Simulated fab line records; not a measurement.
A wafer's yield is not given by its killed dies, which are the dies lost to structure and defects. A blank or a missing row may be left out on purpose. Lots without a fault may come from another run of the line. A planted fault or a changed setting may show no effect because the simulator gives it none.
Which tool did it? -- flow nand-harc -- 13 lots, 39 wafers sampled, at 2 steps of a route of 1302

## WHAT THE GAUGES SHOWED, per wafer
NHARC_P_GATE_CD_MEAS_26 targets a cd of 120 nm. Usual: cd-nm reads 119.3 nm (standard deviation 0.66).
lot,measured,on,cd-nm (nm),flag
L182,day 5 14:13,cd-sem-01,119.1 119.5 119.3,
L181,day 5 14:28,cd-sem-02,120.6 119.2 120.7,
L183,day 6 02:36,cd-sem-02,119.7 119.3 120.1,
L185,day 6 18:26,cd-sem-01,120.0 119.6 119.0,
L187,day 7 14:04,cd-sem-01,120.2 120.6 119.7,
L188,day 7 20:36,cd-sem-01,119.4 119.4 118.4,
L189,day 8 07:55,cd-sem-01,119.5 118.1 119.8,
L190,day 8 20:02,cd-sem-03,118.4 119.1 119.6,
L191,day 9 08:16,cd-sem-02,119.4 118.1 119.5,
L196,day 11 00:35,cd-sem-03,119.2 119.0 120.4,
L201,day 13 13:36,cd-sem-03,118.4 118.7 118.8,
L202,day 13 20:12,cd-sem-01,119.8 119.1 118.3,
L203,day 14 01:34,cd-sem-01,120.5 119.6 119.6,

## WHAT TOOL EACH LOT RAN ON (gives the tool, then ch and the chambers of the sampled wafers, and finally the start)
lot,NHARC_P_GATE_DEP_103
L182,"pecvd-04 ch 1,2, day 5 13:40"
L181,"pecvd-01 ch 0,1,2, day 5 13:48"
L183,"pecvd-04 ch 0,2, day 6 02:05"
L185,"pecvd-04 ch 0,1, day 6 17:46"
L187,"pecvd-01 ch 0,1,2, day 7 13:31"
L188,"pecvd-02 ch 0,1,2, day 7 19:55"
L189,"pecvd-04 ch 0,1, day 8 07:22"
L190,"pecvd-04 ch 0,1, day 8 19:28"
L191,"pecvd-01 ch 0,2, day 9 07:36"
L196,"pecvd-01 ch 1,2, day 10 23:54"
L201,"pecvd-01 ch 1,2, day 13 12:56"
L202,"pecvd-02 ch 0,1,2, day 13 19:31"
L203,"pecvd-04 ch 1,2, day 14 00:53"
- NHARC_P_GATE_DEP_103: deposits SiON, target thk 30 nm.

## AS READ BY THE TOOLS THEMSELVES (means over the sampled wafers that have a number; for cases with no such wafer, the mark the record gives instead)
NHARC_P_GATE_DEP_103. Usual: heater-power-w reads 745 W (standard deviation 64).
lot,tool,heater-power-w (W),flag
L182,pecvd-04,713,
L181,pecvd-01,808,
L183,pecvd-04,793,
L185,pecvd-04,714,
L187,pecvd-01,771,
L188,pecvd-02,700,
L189,pecvd-04,816,
L190,pecvd-04,776,
L191,pecvd-01,804,
L196,pecvd-01,770,
L201,pecvd-01,794,
L202,pecvd-02,709,
L203,pecvd-04,703,

## THE ANSWER, worked out from the rows above alone
Rule: a lot counts as off when the mean over its wafers that have a number is more than 3 standard deviations away from the usual mean. A lot without any number at a reading at which 4 lots or more have one is off too. Where the step has rows for the other lots, those lots are counted as sound. After the gauges, taken in route order, come the tools' own readings; for these a lot's mean is taken, as printed above. The first step at which some lot is off is used, and at that step the reading that is off furthest; a lot without a number counts as furthest.
Across all readings shown, no lot is off: no conclusion can be drawn from this.

## WHAT THE SIMULATOR PUT IN
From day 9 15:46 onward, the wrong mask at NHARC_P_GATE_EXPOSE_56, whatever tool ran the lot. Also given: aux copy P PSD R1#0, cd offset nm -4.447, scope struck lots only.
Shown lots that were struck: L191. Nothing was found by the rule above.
